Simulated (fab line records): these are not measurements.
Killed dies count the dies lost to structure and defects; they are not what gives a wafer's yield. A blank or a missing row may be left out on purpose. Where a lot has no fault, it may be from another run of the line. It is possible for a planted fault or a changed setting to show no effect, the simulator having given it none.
Chamber matching / flow n5Finfet / N5_STI_FIN_REVEAL_ALD_00 on aldSin-03 has 4 sister chambers
The step deposits SiO2, target thk 1 nm, pulse time 1 s. 8 wafers are shown with their chamber, then 8 later ones without.

## WAFERS, EACH WITH ITS CHAMBER
wafer=L086.1; chamber=0; heaterPowerOuterW (W)=294; heaterPowerW (W)=516
wafer=L086.3; chamber=1; heaterPowerOuterW (W)=212; heaterPowerW (W)=386
wafer=L088.5; chamber=3; heaterPowerOuterW (W)=249; heaterPowerW (W)=487
wafer=L088.6; chamber=0; heaterPowerOuterW (W)=301; heaterPowerW (W)=511
wafer=L089.4; chamber=2; heaterPowerOuterW (W)=239; heaterPowerW (W)=450
wafer=L089.5; chamber=2; heaterPowerOuterW (W)=244; heaterPowerW (W)=445
wafer=L089.6; chamber=1; heaterPowerOuterW (W)=216; heaterPowerW (W)=397
wafer=L094.1; chamber=3; heaterPowerOuterW (W)=249; heaterPowerW (W)=473

## WAFERS WHOSE CHAMBER IS MISSING
wafer=L094.2; heaterPowerOuterW (W)=298; heaterPowerW (W)=506
wafer=L094.6; heaterPowerOuterW (W)=211; heaterPowerW (W)=388
wafer=L095.1; heaterPowerOuterW (W)=252; heaterPowerW (W)=472
wafer=L095.5; heaterPowerOuterW (W)=288; heaterPowerW (W)=515
wafer=L095.6; heaterPowerOuterW (W)=212; heaterPowerW (W)=386
wafer=L096.1; heaterPowerOuterW (W)=214; heaterPowerW (W)=383
wafer=L096.2; heaterPowerOuterW (W)=249; heaterPowerW (W)=465
wafer=L096.6; heaterPowerOuterW (W)=300; heaterPowerW (W)=504

## WHICH CHAMBER EACH ONE RAN IN
wafer=L094.2; from the rows above=0; in truth=0
wafer=L094.6; from the rows above=1; in truth=1
wafer=L095.1; from the rows above=3; in truth=3
wafer=L095.5; from the rows above=0; in truth=0
wafer=L095.6; from the rows above=1; in truth=1
wafer=L096.1; from the rows above=1; in truth=1
wafer=L096.2; from the rows above=can't be placed: 3 or 2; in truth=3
wafer=L096.6; from the rows above=0; in truth=0
7 of 8 placed correctly. Unplaceable from these rows: 1, with the true chamber sitting among the candidates in 1. Wrongly placed: 0.
How it was worked out, from the rows above alone: a wafer's distance from a chamber is the root of the sum, over the readings, of the square of ((its reading less the chamber's mean) divided by the reading's scatter). If the next closest chamber is less than 2 further off than the closest, the wafer can't be placed; otherwise it belongs to the closest. Each chamber's mean is taken over the wafers shown for it. The scatter: the root of (the sum of the squares of (reading less its chamber's mean) over the shown wafers, divided by (wafers less chambers)).
